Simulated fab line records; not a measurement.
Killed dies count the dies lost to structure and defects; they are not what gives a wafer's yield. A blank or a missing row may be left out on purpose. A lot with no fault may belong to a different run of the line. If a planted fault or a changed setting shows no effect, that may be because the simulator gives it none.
Chamber matching || flow nand harc || NHARC_A_STAIRCASE_DESCUM_252 on rie diel-12: 4 sister chambers
The step chemistry O2, time 3 s. 8 wafers are shown with their chamber, then 12 later ones without.

== WAFERS PAIRED WITH THEIR CHAMBERS ==
{"wafer": "L088.5", "chamber": 2, "showerhead plenum p Torr (Torr)": 2.04, "drypump motor current A (A)": 5.6}
{"wafer": "L089.1", "chamber": 0, "showerhead plenum p Torr (Torr)": 1.86, "drypump motor current A (A)": 5.7}
{"wafer": "L089.3", "chamber": 1, "showerhead plenum p Torr (Torr)": 1.86, "drypump motor current A (A)": 6.0}
{"wafer": "L091.1", "chamber": 1, "showerhead plenum p Torr (Torr)": 1.86, "drypump motor current A (A)": 6.0}
{"wafer": "L091.3", "chamber": 0, "showerhead plenum p Torr (Torr)": 1.85, "drypump motor current A (A)": 5.6}
{"wafer": "L090.1", "chamber": 2, "showerhead plenum p Torr (Torr)": 2.04, "drypump motor current A (A)": 5.5}
{"wafer": "L090.2", "chamber": 3, "showerhead plenum p Torr (Torr)": 2.01, "drypump motor current A (A)": 5.2}
{"wafer": "L090.6", "chamber": 3, "showerhead plenum p Torr (Torr)": 2.01, "drypump motor current A (A)": 5.2}

== WAFERS WITH NO CHAMBER GIVEN ==
{"wafer": "L095.1", "showerhead plenum p Torr (Torr)": 2.03, "drypump motor current A (A)": 5.5}
{"wafer": "L095.2", "showerhead plenum p Torr (Torr)": 2.01, "drypump motor current A (A)": 5.3}
{"wafer": "L095.4", "showerhead plenum p Torr (Torr)": 1.85, "drypump motor current A (A)": 5.7}
{"wafer": "L094.3", "showerhead plenum p Torr (Torr)": 2.01, "drypump motor current A (A)": 5.2}
{"wafer": "L094.4", "showerhead plenum p Torr (Torr)": 1.86, "drypump motor current A (A)": 6.0}
{"wafer": "L094.5", "showerhead plenum p Torr (Torr)": 2.01, "drypump motor current A (A)": 5.2}
{"wafer": "L097.1", "showerhead plenum p Torr (Torr)": 1.85, "drypump motor current A (A)": 5.7}
{"wafer": "L097.5", "showerhead plenum p Torr (Torr)": 2.01, "drypump motor current A (A)": 5.1}
{"wafer": "L097.6", "showerhead plenum p Torr (Torr)": 1.85, "drypump motor current A (A)": 5.6}
{"wafer": "L096.3", "showerhead plenum p Torr (Torr)": 2.01, "drypump motor current A (A)": 5.2}
{"wafer": "L096.5", "showerhead plenum p Torr (Torr)": 2.01, "drypump motor current A (A)": 5.2}
{"wafer": "L096.6", "showerhead plenum p Torr (Torr)": 1.85, "drypump motor current A (A)": 5.6}

== EACH ONE'S CHAMBER ==
{"wafer": "L095.1", "from the rows above": 2, "in truth": 2}
{"wafer": "L095.2", "from the rows above": 3, "in truth": 3}
{"wafer": "L095.4", "from the rows above": 0, "in truth": 0}
{"wafer": "L094.3", "from the rows above": 3, "in truth": 3}
{"wafer": "L094.4", "from the rows above": 1, "in truth": 1}
{"wafer": "L094.5", "from the rows above": 3, "in truth": 3}
{"wafer": "L097.1", "from the rows above": 0, "in truth": 0}
{"wafer": "L097.5", "from the rows above": 3, "in truth": 3}
{"wafer": "L097.6", "from the rows above": 0, "in truth": 0}
{"wafer": "L096.3", "from the rows above": 3, "in truth": 3}
{"wafer": "L096.5", "from the rows above": 3, "in truth": 3}
{"wafer": "L096.6", "from the rows above": 0, "in truth": 0}
Placed correctly: 12 of 12. Left unplaced by these rows: 0. 0 placed wrongly.
How it was worked out, from the rows above alone: a wafer's distance from a chamber is the root of the sum, over the readings, of the square of ((its reading less the chamber's mean) divided by the reading's scatter). If the next closest chamber is less than 2 further off than the closest, the wafer can't be placed; otherwise it belongs to the closest. A chamber's mean is the mean of its shown wafers. The scatter: take each reading less its chamber's mean, square it, sum over the shown wafers, divide by the number of wafers less the number of chambers, and take the root.
